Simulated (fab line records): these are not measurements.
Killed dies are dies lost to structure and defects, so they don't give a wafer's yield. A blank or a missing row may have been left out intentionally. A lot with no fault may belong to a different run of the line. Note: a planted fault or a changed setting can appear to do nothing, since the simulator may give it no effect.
Matching of chambers / flow nand_harc / NHARC_A_STAIRCASE_DESCUM_270 on rie_diel-13: 4 sister chambers
The step chemistry O2, time 3 s. 4 wafers are shown with their chamber, then 8 later ones without.

WAFERS PAIRED WITH THEIR CHAMBERS
wafer=L080.3; chamber=2; showerhead_plenum_p_Torr (Torr)=1.98
wafer=L088.3; chamber=3; showerhead_plenum_p_Torr (Torr)=2.06
wafer=L090.5; chamber=1; showerhead_plenum_p_Torr (Torr)=1.97
wafer=L091.2; chamber=0; showerhead_plenum_p_Torr (Torr)=1.97

WAFERS WITHOUT THEIR CHAMBER
wafer=L091.4; showerhead_plenum_p_Torr (Torr)=2.06
wafer=L091.5; showerhead_plenum_p_Torr (Torr)=1.97
wafer=L094.2; showerhead_plenum_p_Torr (Torr)=2.05
wafer=L094.4; showerhead_plenum_p_Torr (Torr)=1.96
wafer=L094.5; showerhead_plenum_p_Torr (Torr)=1.97
wafer=L097.1; showerhead_plenum_p_Torr (Torr)=1.96
wafer=L097.2; showerhead_plenum_p_Torr (Torr)=2.05
wafer=L097.3; showerhead_plenum_p_Torr (Torr)=1.96

THE CHAMBER EACH PASSED THROUGH
wafer=L091.4; from the rows above=3; in truth=3
wafer=L091.5; from the rows above=can't be placed: 0 or 1 or 2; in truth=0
wafer=L094.2; from the rows above=3; in truth=3
wafer=L094.4; from the rows above=can't be placed: 0 or 1 or 2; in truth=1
wafer=L094.5; from the rows above=can't be placed: 0 or 1 or 2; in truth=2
wafer=L097.1; from the rows above=can't be placed: 0 or 1 or 2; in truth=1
wafer=L097.2; from the rows above=3; in truth=3
wafer=L097.3; from the rows above=can't be placed: 0 or 1 or 2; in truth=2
3 of 8 placed correctly. Can't be placed from these rows: 5 (the true chamber is among the candidates in 5). Placed wrongly: 0.
How it was worked out, from the rows above alone: a wafer's distance from a chamber is the root of the sum, over the readings, of the square of ((its reading less the chamber's mean) divided by the reading's scatter). The wafer belongs to the nearest chamber; if the next one is less than 2 further off, it can't be placed. A chamber's mean is the mean of its shown wafers. The scatter: root of mean squared gap, hidden wafer to nearest shown wafer, with one shown wafer a chamber.
